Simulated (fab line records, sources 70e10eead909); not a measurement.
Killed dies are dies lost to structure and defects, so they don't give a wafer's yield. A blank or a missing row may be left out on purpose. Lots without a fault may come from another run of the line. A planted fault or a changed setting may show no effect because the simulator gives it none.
Chamber matching | flow nand_harc | NHARC_A_WL_FILL_CMP_12 on cmp-02: 4 sister chambers
The step polishes, t overpolish 30 s, target thk 75 nm. 8 wafers are shown with their chamber, then 7 later ones without.

WAFERS WITH THEIR CHAMBER
wafer  | chamber | motor_current_A (A) | time_to_endpoint_s (s)
L086.2 | 0       | 13.1                | 17.8
L086.3 | 1       | 13.8                | 17.4
L086.5 | 3       | 12.7                | 15.9
L088.2 | 2       | 10.6                | 16.2
L088.4 | 0       | 12.0                | 13.9
L088.5 | 3       | 12.1                | 15.6
L091.4 | 1       | 13.6                | 14.0
L091.5 | 2       | 11.1                | 17.3

WAFERS WITHOUT THEIR CHAMBER
wafer  | motor_current_A (A) | time_to_endpoint_s (s)
L091.6 | 13.7                | 11.9
L097.1 | 12.8                | 17.2
L097.3 | 13.0                | 14.1
L097.6 | 11.3                | 18.5
L096.1 | 10.4                | 14.1
L096.2 | 12.7                | 17.7
L096.4 | 13.0                | 14.4

WHICH CHAMBER EACH WENT THROUGH
wafer  | from the rows above          | in truth
L091.6 | can't be placed: 1 or 0 or 3 | 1
L097.1 | can't be placed: 0 or 3 or 1 | 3
L097.3 | can't be placed: 0 or 3 or 1 | 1
L097.6 | can't be placed: 2 or 3 or 0 | 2
L096.1 | 2                            | 2
L096.2 | can't be placed: 0 or 3 or 1 | 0
L096.4 | can't be placed: 0 or 3 or 1 | 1
Placed correctly: 1 of 7. Can't be placed from these rows: 6 (the true chamber is among the candidates in 6). Placed wrongly: 0.
How it was worked out, from the rows above alone: a wafer's distance from a chamber is the root of the sum, over the readings, of the square of ((its reading less the chamber's mean) divided by the reading's scatter). The wafer belongs to the nearest chamber; if the next one is less than 2 further off, it can't be placed. A chamber's mean is the mean of its shown wafers. The scatter: the root of (the sum of the squares of (reading less its chamber's mean) over the shown wafers, divided by (wafers less chambers)).
